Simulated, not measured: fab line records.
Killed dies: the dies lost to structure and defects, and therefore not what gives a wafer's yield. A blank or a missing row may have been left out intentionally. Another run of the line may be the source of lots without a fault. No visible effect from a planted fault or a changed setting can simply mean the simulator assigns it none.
Matching of chambers | flow nand-harc | 4 sister chambers for NHARC_A_BLC_STRIP_21 on rie-diel-11
The step strips in O2. 14 wafers are shown with their chamber, then 7 later ones without.

## WAFERS PAIRED WITH THEIR CHAMBERS
wafer  | chamber | showerhead-plenum-p-Torr (Torr) | oes-product-au (a.u.) | rf-vpp-V (V)
L074.2 | 1       | 3.31                            | 1.032                 | 57.9
L074.4 | 3       | 3.46                            | 0.996                 | 58.1
L074.5 | 2       | 3.55                            | 0.991                 | 57.2
L081.2 | 2       | 3.54                            | 0.995                 | 58.4
L081.3 | 0       | 3.53                            | 0.994                 | 56.8
L081.5 | 0       | 3.53                            | 0.995                 | 57.7
L084.1 | 3       | 3.45                            | 0.991                 | 57.9
L084.2 | 2       | 3.54                            | 0.994                 | 57.1
L084.3 | 0       | 3.53                            | 0.995                 | 57.6
L087.3 | 2       | 3.54                            | 1.014                 | 58.4
L087.4 | 1       | 3.29                            | 1.017                 | 58.3
L087.5 | 0       | 3.53                            | 0.972                 | 57.4
L090.2 | 1       | 3.29                            | 1.010                 | 55.8
L090.3 | 2       | 3.53                            | 1.000                 | 57.0

SIGNATURES, as means of the wafers listed above
reading                  | chamber 0 | chamber 1 | chamber 2 | chamber 3 | scatter within a chamber
showerhead-plenum-p-Torr | 3.5300    | 3.2967    | 3.5400    | 3.4550    | 0.00719
oes-product-au           | 0.98900   | 1.01967   | 0.99880   | 0.99350   | 0.00991
rf-vpp-V                 | 57.375    | 57.333    | 57.620    | 58.000    | 0.785
Rule: a wafer lies at a distance from a chamber equal to the root of the sum of squares, over the readings, of (its reading less the chamber's mean, divided by the reading's scatter). If the next closest chamber is less than 2 further off than the closest, the wafer can't be placed; otherwise it belongs to the closest. The scatter: take each reading less its chamber's mean, square it, sum over the shown wafers, divide by the number of wafers less the number of chambers, and take the root.

## WAFERS MISSING THEIR CHAMBER
wafer  | showerhead-plenum-p-Torr (Torr) | oes-product-au (a.u.) | rf-vpp-V (V)
L090.4 | 3.53                            | 0.982                 | 57.2
L089.1 | 3.45                            | 0.987                 | 56.4
L089.2 | 3.29                            | 1.008                 | 57.8
L089.5 | 3.53                            | 0.997                 | 59.1
L093.3 | 3.44                            | 0.981                 | 58.5
L093.5 | 3.53                            | 0.991                 | 57.6
L093.6 | 3.29                            | 1.011                 | 57.9

## EACH ONE'S CHAMBER
wafer  | from the rows above     | in truth
L090.4 | can't be placed: 0 or 2 | 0
L089.1 | 3                       | 3
L089.2 | 1                       | 1
L089.5 | can't be placed: 0 or 2 | 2
L093.3 | 3                       | 3
L093.5 | can't be placed: 0 or 2 | 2
L093.6 | 1                       | 1
Correct placement for 4 of the 7. Unplaceable from these rows: 3, with the true chamber sitting among the candidates in 3. Number placed wrongly: 0.
